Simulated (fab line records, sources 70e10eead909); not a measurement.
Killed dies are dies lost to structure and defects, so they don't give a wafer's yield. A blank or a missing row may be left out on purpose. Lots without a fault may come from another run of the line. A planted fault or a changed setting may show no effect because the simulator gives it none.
One fault seen from 2 desks | flow nand_harc | each desk has only its own numbers; what lay behind them comes last

THE METROLOGY DESK
What the gauges read, lot by lot, whatever tool the lot ran on: means of the sampled wafers that have a number. A lot is out of limits, marked OUT, if its mean lies more than 4 standard deviations from the usual mean; the brackets give that distance.
Columns: A = thk_nm at NHARC_A_ONON_D1_THK_MEAS_18, usual 1000 nm
lot  | first seen here | A
L804 | day 8 08:42     | 1007
L803 | day 8 15:19     | 1001
L806 | day 8 15:19     | 1011
L805 | day 8 15:20     | 987
L807 | day 8 20:19     | 990
L813 | day 10 12:17    | 1261 (+36) OUT
L816 | day 11 04:50    | 995
L817 | day 11 05:11    | 1008
L821 | day 12 18:17    | 1002
L820 | day 12 18:19    | 1005
L822 | day 12 18:38    | 1002
L825 | day 13 02:29    | 1002
L826 | day 13 11:29    | 1014
This desk's finding: out of limits on L813; first on L813, day 10 12:17 (thk_nm at NHARC_A_ONON_D1_THK_MEAS_18). In limits: L804, L803, L806, L805, L807, L816, L817, L821, L820, L822, L825, L826.

THE TOOL OWNER'S DESK: pecvd_onon-02
The tool's own readings at NHARC_A_ONON_D1_DEP_16 (target thk 1000 nm): means of the sampled wafers that have a number, for each lot that ran on this tool. A lot is out of limits, marked OUT, if its mean lies more than 4 standard deviations from the usual mean; the brackets give that distance.
Columns: A = n2o_flow_sccm at NHARC_A_ONON_D1_DEP_16, usual 2000 sccm; B = sih4_flow_sccm at NHARC_A_ONON_D1_DEP_16, usual 209.9 sccm
lot  | first seen here | A    | B
L804 | day 8 08:15     | 2005 | 210.0
L806 | day 8 14:52     | 1996 | 210.0
L813 | day 10 11:45    | 1992 | 209.7
This desk's finding: nothing out of limits on any of the 3 lots.

PUT TOGETHER
The metrology desk could have raised an alarm at day 10 12:17, on L813.
The tool owner's desk saw nothing out of limits.
The tool owner's desk has L813 on record, within its limits.
Of the lots named, all ran NHARC_A_ONON_D1_DEP_16 on pecvd_onon-02.

WHAT THE SIMULATOR HAD PUT IN
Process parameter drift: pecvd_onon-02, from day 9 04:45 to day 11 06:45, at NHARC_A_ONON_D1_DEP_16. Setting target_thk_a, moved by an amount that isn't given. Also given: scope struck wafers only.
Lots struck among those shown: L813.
Hours from the fault's start to each desk's first reading out of limits: the metrology desk, 32.
